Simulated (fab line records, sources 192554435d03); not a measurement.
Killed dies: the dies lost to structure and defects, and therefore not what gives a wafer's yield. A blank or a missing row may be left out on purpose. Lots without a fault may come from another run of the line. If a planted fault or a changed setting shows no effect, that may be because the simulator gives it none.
Matching of chambers    flow n5 finfet    N5_BEOL_M7_ETCH_72 on rie diel-03: 4 sister chambers
The step etches underlayer in N2/H2, target depth 6.5 nm, time 5.2 s. 4 wafers are shown with their chamber, then 8 later ones without.

== WAFERS, EACH WITH ITS CHAMBER ==
wafer   chamber  showerhead plenum p Torr (Torr)
L086.2  0        2.35
L087.3  3        2.43
L087.6  2        2.63
L096.1  1        2.51

== WAFERS WITH NO CHAMBER GIVEN ==
wafer   showerhead plenum p Torr (Torr)
L096.3  2.42
L096.4  2.62
L095.1  2.33
L095.2  2.62
L095.5  2.62
L097.1  2.41
L097.2  2.33
L097.5  2.62

== WHICH CHAMBER EACH WENT THROUGH ==
wafer   from the rows above  in truth
L096.3  3                    3
L096.4  2                    2
L095.1  0                    0
L095.2  2                    2
L095.5  2                    2
L097.1  3                    3
L097.2  0                    0
L097.5  2                    2
Correctly placed: 8 of 8. From these rows, 0 cannot be placed. Placed wrongly: 0.
How it was worked out, from the rows above alone: a wafer's distance from a chamber is the root of the sum, over the readings, of the square of ((its reading less the chamber's mean) divided by the reading's scatter). The wafer belongs to the nearest chamber; if the next one is less than 2 further off, it can't be placed. The mean given for a chamber averages the wafers shown for that chamber. The scatter: with one shown wafer a chamber, the root of the mean of the squares of how far each hidden wafer lies from its nearest shown one.
